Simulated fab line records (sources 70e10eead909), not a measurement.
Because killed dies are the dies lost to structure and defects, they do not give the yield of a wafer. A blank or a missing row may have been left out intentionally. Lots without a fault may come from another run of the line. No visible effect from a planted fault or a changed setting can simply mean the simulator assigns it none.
The tool behind it: which one? :: flow nandHarc :: 39 wafers from 13 lots sampled at 6 of the route's 1302 steps

## WHAT THE GAUGES READ, wafer by wafer
NHARC_P_CONTACT_INSPECT_27. Usual: 282 for rawDefectCount, sd 120.
lot: L261
measured: day 5 05:32
on: defectInspect-02
rawDefectCount: 453 303 293
flag: 

lot: L262
measured: day 5 09:50
on: defectInspect-02
rawDefectCount: 163 171 204
flag: 

lot: L263
measured: day 5 19:31
on: defectInspect-01
rawDefectCount: 194 195 230
flag: 

lot: L266
measured: day 6 22:58
on: defectInspect-02
rawDefectCount: 126 299 318
flag: 

lot: L271
measured: day 9 08:16
on: defectInspect-02
rawDefectCount: 395 418 514
flag: 

lot: L272
measured: day 9 12:08
on: defectInspect-02
rawDefectCount: 184 183 193
flag: 

lot: L273
measured: day 10 01:50
on: defectInspect-02
rawDefectCount: 673 381 214
flag: 

lot: L274
measured: day 10 10:15
on: defectInspect-02
rawDefectCount: 152 343 266
flag: 

lot: L276
measured: day 11 02:24
on: defectInspect-01
rawDefectCount: 192 167 192
flag: 

lot: L277
measured: day 11 19:04
on: defectInspect-01
rawDefectCount: 196 204 220
flag: 

lot: L278
measured: day 12 10:33
on: defectInspect-01
rawDefectCount: 357 244 315
flag: 

lot: L281
measured: day 13 06:16
on: defectInspect-02
rawDefectCount: 345 275 148
flag: 

lot: L282
measured: day 14 00:01
on: defectInspect-01
rawDefectCount: 146 188 237
flag: 

NHARC_P_M0_THK_MEAS_24: measures by xrf. Usual: 117.1 nm for thkNm, sd 1.5.
lot: L261
measured: day 5 08:49
on: filmMetro-02
thkNm (nm): 117.2 116.2 116.6
flag: 

lot: L262
measured: day 5 13:14
on: filmMetro-02
thkNm (nm): 118.1 120.6 117.3
flag: 

lot: L263
measured: day 5 22:58
on: filmMetro-02
thkNm (nm): 115.4 119.1 115.2
flag: 

lot: L266
measured: day 7 02:29
on: filmMetro-02
thkNm (nm): 116.1 116.8 117.1
flag: 

lot: L271
measured: day 9 11:35
on: filmMetro-01
thkNm (nm): 392.7 398.7 398.1 391.4 399.7 399.3
flag: OFF

lot: L272
measured: day 9 15:26
on: filmMetro-02
thkNm (nm): 392.9 396.4 400.3 393.5 392.8 397.9
flag: OFF

lot: L273
measured: day 10 05:38
on: filmMetro-02
thkNm (nm): 398.3 401.6 400.1 398.2 401.3 400.8
flag: OFF

lot: L274
measured: day 10 13:39
on: filmMetro-01
thkNm (nm): 118.3 118.2 116.8
flag: 

lot: L276
measured: day 11 05:42
on: filmMetro-01
thkNm (nm): 118.0 116.8 116.3
flag: 

lot: L277
measured: day 11 22:34
on: filmMetro-02
thkNm (nm): 115.9 116.8 118.2
flag: 

lot: L278
measured: day 12 13:49
on: filmMetro-02
thkNm (nm): 118.7 116.2 116.9
flag: 

lot: L281
measured: day 13 09:40
on: filmMetro-02
thkNm (nm): 118.1 116.9 118.3
flag: 

lot: L282
measured: day 14 03:30
on: filmMetro-01
thkNm (nm): 116.8 117.6 116.8
flag: 

NHARC_END_SORT_01. Usual: defectLimitedYield 90.1 %, standard deviation 2.5; killedAtArray 62, standard deviation 18; killedAtOther 0.9, standard deviation 1.2; killedAtPeriphery 4.2, standard deviation 2.9; killedDies 67, standard deviation 17; killedOpen 3.6, standard deviation 1.9; killedShort 2.5, standard deviation 1.6.
lot: L266
measured: day 26 18:09
on: prober-01
defectLimitedYield (%): 89.2 87.7 89.4
killedAtArray: 69 80 67
killedAtOther: 1 0 0
killedAtPeriphery: 3 3 5
killedDies: 73 83 72
killedOpen: 5 4 9
killedShort: 4 2 1
flag: 

lot: L274
measured: day 28 18:57
on: prober-01
defectLimitedYield (%): 88.5 87.1 89.2
killedAtArray: 71 80 67
killedAtOther: 0 0 0
killedAtPeriphery: 7 7 6
killedDies: 78 87 73
killedOpen: 2 3 2
killedShort: 3 2 2
flag: 

## WHAT TOOL EACH LOT RAN ON (gives the tool, then ch and the chambers of the sampled wafers, and finally the start)
lot: L261
NHARC_P_CONTACT_CMP_24: cmp-04 ch 1,2, day 5 05:08
NHARC_P_M0_DESCUM_14: rieDiel-02 ch 0,1,2, day 5 06:31
NHARC_P_M0_CMP_23: cmp-01 ch 2,3, day 5 08:30

lot: L262
NHARC_P_CONTACT_CMP_24: cmp-01 ch 0,1,2, day 5 09:30
NHARC_P_M0_DESCUM_14: rieDiel-07 ch 0,3, day 5 10:55
NHARC_P_M0_CMP_23: cmp-01 ch 1,2, day 5 12:55

lot: L263
NHARC_P_CONTACT_CMP_24: cmp-04 ch 0,1,2, day 5 19:08
NHARC_P_M0_DESCUM_14: rieDiel-02 ch 0,3, day 5 20:37
NHARC_P_M0_CMP_23: cmp-04 ch 1,2, day 5 22:39

lot: L266
NHARC_P_CONTACT_CMP_24: cmp-04 ch 0,1,2, day 6 22:35
NHARC_P_M0_DESCUM_14: rieDiel-02 ch 1,3, day 7 00:03
NHARC_P_M0_CMP_23: cmp-03 ch 0,1,3, day 7 02:12

lot: L271
NHARC_P_CONTACT_CMP_24: cmp-04 ch 1,2,3, day 9 07:52
NHARC_P_M0_DESCUM_14: rieDiel-01 ch 0,1,3, day 9 09:14
NHARC_P_M0_CMP_23: cmp-04 ch 0,2,3, day 9 11:17

lot: L272
NHARC_P_CONTACT_CMP_24: cmp-01 ch 0,1,2, day 9 11:46
NHARC_P_M0_DESCUM_14: rieDiel-07 ch 1,2,3, day 9 13:07
NHARC_P_M0_CMP_23: cmp-03 ch 0,1, day 9 15:09

lot: L273
NHARC_P_CONTACT_CMP_24: cmp-01 ch 0,1,3, day 10 01:29
NHARC_P_M0_DESCUM_14: rieDiel-02 ch 0,2,3, day 10 03:16
NHARC_P_M0_CMP_23: cmp-01 ch 0,1,3, day 10 05:23

lot: L274
NHARC_P_CONTACT_CMP_24: cmp-04 ch 0,2,3, day 10 09:52
NHARC_P_M0_DESCUM_14: rieDiel-02 ch 1,2,3, day 10 11:13
NHARC_P_M0_CMP_23: cmp-04 ch 0,1,2, day 10 13:20

lot: L276
NHARC_P_CONTACT_CMP_24: cmp-02 ch 1,3, day 11 02:00
NHARC_P_M0_DESCUM_14: rieDiel-02 ch 0,1,2, day 11 03:23
NHARC_P_M0_CMP_23: cmp-03 ch 0,2, day 11 05:25

lot: L277
NHARC_P_CONTACT_CMP_24: cmp-01 ch 0,1,2, day 11 18:41
NHARC_P_M0_DESCUM_14: rieDiel-01 ch 0,1,3, day 11 20:10
NHARC_P_M0_CMP_23: cmp-04 ch 0,2,3, day 11 22:17

lot: L278
NHARC_P_CONTACT_CMP_24: cmp-04 ch 0,3, day 12 10:10
NHARC_P_M0_DESCUM_14: rieDiel-02 ch 0,1,2, day 12 11:32
NHARC_P_M0_CMP_23: cmp-01 ch 1,2, day 12 13:31

lot: L281
NHARC_P_CONTACT_CMP_24: cmp-04 ch 2,3, day 13 05:52
NHARC_P_M0_DESCUM_14: rieDiel-02 ch 1,2, day 13 07:22
NHARC_P_M0_CMP_23: cmp-01 ch 1,2, day 13 09:21

lot: L282
NHARC_P_CONTACT_CMP_24: cmp-04 ch 0,1,2, day 13 23:40
NHARC_P_M0_DESCUM_14: rieDiel-01 ch 0,1, day 14 01:06
NHARC_P_M0_CMP_23: cmp-03 ch 0,3, day 14 03:11
- NHARC_P_CONTACT_CMP_24: polishes, t overpolish 30 s, target thk 200 nm.
- NHARC_P_M0_DESCUM_14: chemistry O2, time 3 s.
- NHARC_P_M0_CMP_23: polishes, t overpolish 20 s, target thk 117.54 nm.

## AS READ BY THE TOOLS THEMSELVES (means over the sampled wafers that have a number; for cases with no such wafer, the mark the record gives instead)
NHARC_P_CONTACT_CMP_24. Usual: edgeZonePressureFrac 1.000, standard deviation 0.005; motorCurrentA 11.8 A, standard deviation 1.5; overpolishRunS 30.000 s, standard deviation 0.0086; timeToEndpointS 39.2 s, standard deviation 2.8.
lot: L261
tool: cmp-04
edgeZonePressureFrac: 1.005
motorCurrentA (A): 10.7
overpolishRunS (s): 30.007
timeToEndpointS (s): 38.1
flag: 

lot: L262
tool: cmp-01
edgeZonePressureFrac: 1.000
motorCurrentA (A): 10.6
overpolishRunS (s): 29.999
timeToEndpointS (s): 36.9
flag: 

lot: L263
tool: cmp-04
edgeZonePressureFrac: 0.999
motorCurrentA (A): 11.6
overpolishRunS (s): 30.004
timeToEndpointS (s): 36.8
flag: 

lot: L266
tool: cmp-04
edgeZonePressureFrac: 0.999
motorCurrentA (A): 11.3
overpolishRunS (s): 30.001
timeToEndpointS (s): 40.9
flag: 

lot: L271
tool: cmp-04
edgeZonePressureFrac: 0.998
motorCurrentA (A): 12.1
overpolishRunS (s): 30.007
timeToEndpointS (s): 39.4
flag: 

lot: L272
tool: cmp-01
edgeZonePressureFrac: 1.000
motorCurrentA (A): 10.9
overpolishRunS (s): 30.012
timeToEndpointS (s): 38.2
flag: 

lot: L273
tool: cmp-01
edgeZonePressureFrac: 0.997
motorCurrentA (A): 11.9
overpolishRunS (s): 30.004
timeToEndpointS (s): 35.5
flag: 

lot: L274
tool: cmp-04
edgeZonePressureFrac: 0.998
motorCurrentA (A): 11.7
overpolishRunS (s): 30.002
timeToEndpointS (s): 42.1
flag: 

lot: L276
tool: cmp-02
edgeZonePressureFrac: 1.003
motorCurrentA (A): 10.5
overpolishRunS (s): 30.000
timeToEndpointS (s): 41.6
flag: 

lot: L277
tool: cmp-01
edgeZonePressureFrac: 1.004
motorCurrentA (A): 11.3
overpolishRunS (s): 30.000
timeToEndpointS (s): 38.4
flag: 

lot: L278
tool: cmp-04
edgeZonePressureFrac: 1.005
motorCurrentA (A): 12.2
overpolishRunS (s): 29.998
timeToEndpointS (s): 38.9
flag: 

lot: L281
tool: cmp-04
edgeZonePressureFrac: 0.990
motorCurrentA (A): 11.4
overpolishRunS (s): 30.005
timeToEndpointS (s): 39.6
flag: 

lot: L282
tool: cmp-04
edgeZonePressureFrac: 1.002
motorCurrentA (A): 11.5
overpolishRunS (s): 29.993
timeToEndpointS (s): 36.7
flag: 

NHARC_P_M0_DESCUM_14. Usual: chamberPressureMTorr 60.00 mTorr, standard deviation 0.055; drypumpMotorCurrentA 5.7 A, standard deviation 0.41; oesProductAu 1.001 a.u., standard deviation 0.0086; rfVppV 57.5 V, standard deviation 0.87; showerheadPlenumPTorr 1.87 Torr, standard deviation 0.078; throttleValvePct 11.312 %, standard deviation 0.009.
lot: L261
tool: rieDiel-02
chamberPressureMTorr (mTorr): 59.98
drypumpMotorCurrentA (A): 5.8
oesProductAu (a.u.): 1.005
rfVppV (V): 57.4
showerheadPlenumPTorr (Torr): 1.84
throttleValvePct (%): 11.319
flag: 

lot: L262
tool: rieDiel-07
chamberPressureMTorr (mTorr): 59.99
drypumpMotorCurrentA (A): 4.8
oesProductAu (a.u.): 0.996
rfVppV (V): 57.9
showerheadPlenumPTorr (Torr): 1.96
throttleValvePct (%): 11.307
flag: 

lot: L263
tool: rieDiel-02
chamberPressureMTorr (mTorr): 60.05
drypumpMotorCurrentA (A): 5.7
oesProductAu (a.u.): 1.004
rfVppV (V): 57.5
showerheadPlenumPTorr (Torr): 1.82
throttleValvePct (%): 11.320
flag: 

lot: L266
tool: rieDiel-02
chamberPressureMTorr (mTorr): 60.04
drypumpMotorCurrentA (A): 6.0
oesProductAu (a.u.): 1.000
rfVppV (V): 57.6
showerheadPlenumPTorr (Torr): 1.87
throttleValvePct (%): 11.313
flag: 

lot: L271
tool: rieDiel-01
chamberPressureMTorr (mTorr): 60.01
drypumpMotorCurrentA (A): 5.4
oesProductAu (a.u.): 1.004
rfVppV (V): 57.2
showerheadPlenumPTorr (Torr): 1.90
throttleValvePct (%): 11.315
flag: 

lot: L272
tool: rieDiel-07
chamberPressureMTorr (mTorr): 59.99
drypumpMotorCurrentA (A): 5.5
oesProductAu (a.u.): 0.988
rfVppV (V): 56.9
showerheadPlenumPTorr (Torr): 1.87
throttleValvePct (%): 11.312
flag: 

lot: L273
tool: rieDiel-02
chamberPressureMTorr (mTorr): 60.06
drypumpMotorCurrentA (A): 5.6
oesProductAu (a.u.): 0.995
rfVppV (V): 57.5
showerheadPlenumPTorr (Torr): 1.83
throttleValvePct (%): 11.313
flag: 

lot: L274
tool: rieDiel-02
chamberPressureMTorr (mTorr): 59.99
drypumpMotorCurrentA (A): 5.8
oesProductAu (a.u.): 1.005
rfVppV (V): 57.3
showerheadPlenumPTorr (Torr): 1.86
throttleValvePct (%): 11.322
flag: 

lot: L276
tool: rieDiel-02
chamberPressureMTorr (mTorr): 60.06
drypumpMotorCurrentA (A): 5.8
oesProductAu (a.u.): 1.006
rfVppV (V): 57.5
showerheadPlenumPTorr (Torr): 1.83
throttleValvePct (%): 11.309
flag: 

lot: L277
tool: rieDiel-01
chamberPressureMTorr (mTorr): 60.02
drypumpMotorCurrentA (A): 5.4
oesProductAu (a.u.): 0.996
rfVppV (V): 58.2
showerheadPlenumPTorr (Torr): 1.89
throttleValvePct (%): 11.308
flag: 

lot: L278
tool: rieDiel-02
chamberPressureMTorr (mTorr): 60.05
drypumpMotorCurrentA (A): 5.8
oesProductAu (a.u.): 1.008
rfVppV (V): 58.3
showerheadPlenumPTorr (Torr): 1.83
throttleValvePct (%): 11.316
flag: 

lot: L281
tool: rieDiel-02
chamberPressureMTorr (mTorr): 59.99
drypumpMotorCurrentA (A): 5.7
oesProductAu (a.u.): 1.009
rfVppV (V): 56.7
showerheadPlenumPTorr (Torr): 1.85
throttleValvePct (%): 11.315
flag: 

lot: L282
tool: rieDiel-01
chamberPressureMTorr (mTorr): 59.99
drypumpMotorCurrentA (A): 5.5
oesProductAu (a.u.): 1.002
rfVppV (V): 57.9
showerheadPlenumPTorr (Torr): 1.82
throttleValvePct (%): 11.317
flag: 

NHARC_P_M0_CMP_23. Usual: edgeZonePressureFrac 1.000, standard deviation 0.0052; motorCurrentA 11.7 A, standard deviation 1.1; timeToEndpointS 28.0 s, standard deviation 2.7.
lot: L261
tool: cmp-01
edgeZonePressureFrac: 1.000
motorCurrentA (A): 12.5
timeToEndpointS (s): 32.8
flag: 

lot: L262
tool: cmp-01
edgeZonePressureFrac: 0.992
motorCurrentA (A): 10.7
timeToEndpointS (s): 28.1
flag: 

lot: L263
tool: cmp-04
edgeZonePressureFrac: 0.997
motorCurrentA (A): 11.6
timeToEndpointS (s): 27.7
flag: 

lot: L266
tool: cmp-03
edgeZonePressureFrac: 0.998
motorCurrentA (A): 11.7
timeToEndpointS (s): 26.7
flag: 

lot: L271
tool: cmp-04
edgeZonePressureFrac: -
motorCurrentA (A): -
timeToEndpointS (s): -
flag: OFF

lot: L272
tool: cmp-03
edgeZonePressureFrac: -
motorCurrentA (A): -
timeToEndpointS (s): -
flag: OFF

lot: L273
tool: cmp-01
edgeZonePressureFrac: -
motorCurrentA (A): -
timeToEndpointS (s): -
flag: OFF

lot: L274
tool: cmp-04
edgeZonePressureFrac: 1.001
motorCurrentA (A): 11.0
timeToEndpointS (s): 30.4
flag: 

lot: L276
tool: cmp-03
edgeZonePressureFrac: 1.001
motorCurrentA (A): 12.1
timeToEndpointS (s): 31.6
flag: 

lot: L277
tool: cmp-04
edgeZonePressureFrac: 0.998
motorCurrentA (A): 11.9
timeToEndpointS (s): 27.3
flag: 

lot: L278
tool: cmp-01
edgeZonePressureFrac: 1.002
motorCurrentA (A): 11.0
timeToEndpointS (s): 27.9
flag: 

lot: L281
tool: cmp-01
edgeZonePressureFrac: 0.999
motorCurrentA (A): 10.9
timeToEndpointS (s): 28.5
flag: 

lot: L282
tool: cmp-03
edgeZonePressureFrac: 1.003
motorCurrentA (A): 11.5
timeToEndpointS (s): 27.8
flag: 

## THE ANSWER, worked out from the rows above alone
Rule: a lot counts as off when the mean over its wafers that have a number is more than 3 standard deviations away from the usual mean. Also off: a lot with no number at a reading for which 4 or more lots have one. Where the step has rows for the other lots, those lots are counted as sound. Order of review: gauges by route order, followed by the tools' own readings, for which a lot's mean as printed above is used. At the first step where some lot is off, the reading lying furthest off is the one used; lots without a number count as furthest.
Off: L271, L272, L273 (NHARC_P_M0_THK_MEAS_24, thkNm).
If a tool, at a process step before that reading, ran all the lots that are off and no sound lot after the first of them, it fits. The gauges at NHARC_P_M0_THK_MEAS_24 aren't tried: what is off there is off at NHARC_P_M0_CMP_23 too, on other tools, and a gauge's error can't cause that. None of those tried fits.

## WHAT THE SIMULATOR PUT IN
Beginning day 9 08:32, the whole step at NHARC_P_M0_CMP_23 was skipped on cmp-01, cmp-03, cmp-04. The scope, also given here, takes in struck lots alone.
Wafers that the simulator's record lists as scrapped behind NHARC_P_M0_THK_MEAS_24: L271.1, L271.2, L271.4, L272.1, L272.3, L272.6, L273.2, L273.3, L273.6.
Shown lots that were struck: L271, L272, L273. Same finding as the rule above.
